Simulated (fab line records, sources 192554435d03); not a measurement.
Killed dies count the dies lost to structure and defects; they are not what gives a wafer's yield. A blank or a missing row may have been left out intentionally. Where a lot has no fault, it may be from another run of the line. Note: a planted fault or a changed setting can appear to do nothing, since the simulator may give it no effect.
Matching of chambers :: flow n5 finfet :: N5_BEOL_M11_STRIP_19 on rie diel-06: 4 sister chambers
The step strips in O2. 18 wafers are shown with their chamber, then 9 later ones without.

## WAFERS, EACH WITH ITS CHAMBER
wafer: L077.4
chamber: 0
drypump motor current A (A): 4.9
throttle valve pct (%): 16.51
oes product au (a.u.): 0.82

wafer: L077.5
chamber: 1
drypump motor current A (A): 5.6
throttle valve pct (%): 16.68
oes product au (a.u.): 0.71

wafer: L077.6
chamber: 0
drypump motor current A (A): 4.9
throttle valve pct (%): 16.54
oes product au (a.u.): 0.83

wafer: L080.2
chamber: 1
drypump motor current A (A): 5.6
throttle valve pct (%): 16.70
oes product au (a.u.): 0.71

wafer: L080.4
chamber: 3
drypump motor current A (A): 5.4
throttle valve pct (%): 17.20
oes product au (a.u.): 0.71

wafer: L080.5
chamber: 3
drypump motor current A (A): 5.4
throttle valve pct (%): 17.19
oes product au (a.u.): 0.71

wafer: L082.1
chamber: 0
drypump motor current A (A): 4.9
throttle valve pct (%): 16.55
oes product au (a.u.): 0.81

wafer: L082.3
chamber: 3
drypump motor current A (A): 5.3
throttle valve pct (%): 17.19
oes product au (a.u.): 0.70

wafer: L082.4
chamber: 0
drypump motor current A (A): 4.9
throttle valve pct (%): 16.54
oes product au (a.u.): 0.81

wafer: L085.1
chamber: 0
drypump motor current A (A): 4.9
throttle valve pct (%): 16.57
oes product au (a.u.): 0.80

wafer: L085.4
chamber: 3
drypump motor current A (A): 5.4
throttle valve pct (%): 17.21
oes product au (a.u.): 0.69

wafer: L085.6
chamber: 2
drypump motor current A (A): 5.2
throttle valve pct (%): 16.42
oes product au (a.u.): 0.98

wafer: L087.1
chamber: 0
drypump motor current A (A): 4.9
throttle valve pct (%): 16.55
oes product au (a.u.): 0.80

wafer: L087.2
chamber: 1
drypump motor current A (A): 5.6
throttle valve pct (%): 16.23
oes product au (a.u.): 1.00

wafer: L087.5
chamber: 0
drypump motor current A (A): 4.9
throttle valve pct (%): 16.55
oes product au (a.u.): 0.80

wafer: L076.3
chamber: 0
drypump motor current A (A): 4.9
throttle valve pct (%): 16.57
oes product au (a.u.): 0.79

wafer: L076.4
chamber: 2
drypump motor current A (A): 5.2
throttle valve pct (%): 16.41
oes product au (a.u.): 0.97

wafer: L076.6
chamber: 1
drypump motor current A (A): 5.6
throttle valve pct (%): 16.22
oes product au (a.u.): 0.97

SIGNATURES (means of the wafers above)
reading: drypump motor current A
chamber 0: 4.900
chamber 1: 5.600
chamber 2: 5.200
chamber 3: 5.375
scatter within a chamber: 0.0231

reading: throttle valve pct
chamber 0: 16.5475
chamber 1: 16.4575
chamber 2: 16.4150
chamber 3: 17.1975
scatter within a chamber: 0.125

reading: oes product au
chamber 0: 0.8075
chamber 1: 0.8475
chamber 2: 0.9750
chamber 3: 0.7025
scatter within a chamber: 0.0744
Rule: for a wafer and a chamber, the distance is found by dividing, reading by reading, the gap between the wafer's reading and the chamber's mean by the reading's scatter, squaring, summing and taking the root. The wafer belongs to the nearest chamber; if the next one is less than 2 further off, it can't be placed. How the scatter is found: for the shown wafers, subtract from each reading the mean of its chamber, square and add these, divide the total by (wafers less chambers), then take the root.

## WAFERS WHOSE CHAMBER IS MISSING
wafer: L091.2
drypump motor current A (A): 5.3
throttle valve pct (%): 17.24
oes product au (a.u.): 0.69

wafer: L091.5
drypump motor current A (A): 4.9
throttle valve pct (%): 16.58
oes product au (a.u.): 0.79

wafer: L091.6
drypump motor current A (A): 5.4
throttle valve pct (%): 17.24
oes product au (a.u.): 0.69

wafer: L094.1
drypump motor current A (A): 5.4
throttle valve pct (%): 17.23
oes product au (a.u.): 0.70

wafer: L094.3
drypump motor current A (A): 5.3
throttle valve pct (%): 16.44
oes product au (a.u.): 0.94

wafer: L094.4
drypump motor current A (A): 4.9
throttle valve pct (%): 16.59
oes product au (a.u.): 0.79

wafer: L093.2
drypump motor current A (A): 4.9
throttle valve pct (%): 16.58
oes product au (a.u.): 0.78

wafer: L093.4
drypump motor current A (A): 5.2
throttle valve pct (%): 16.43
oes product au (a.u.): 0.95

wafer: L093.6
drypump motor current A (A): 5.3
throttle valve pct (%): 17.25
oes product au (a.u.): 0.69

## THE CHAMBER EACH PASSED THROUGH
wafer: L091.2
from the rows above: 3
in truth: 3

wafer: L091.5
from the rows above: 0
in truth: 0

wafer: L091.6
from the rows above: 3
in truth: 3

wafer: L094.1
from the rows above: 3
in truth: 3

wafer: L094.3
from the rows above: 2
in truth: 2

wafer: L094.4
from the rows above: 0
in truth: 0

wafer: L093.2
from the rows above: 0
in truth: 0

wafer: L093.4
from the rows above: 2
in truth: 2

wafer: L093.6
from the rows above: 3
in truth: 3
9 of 9 placed correctly. Can't be placed from these rows: 0. 0 placed wrongly.
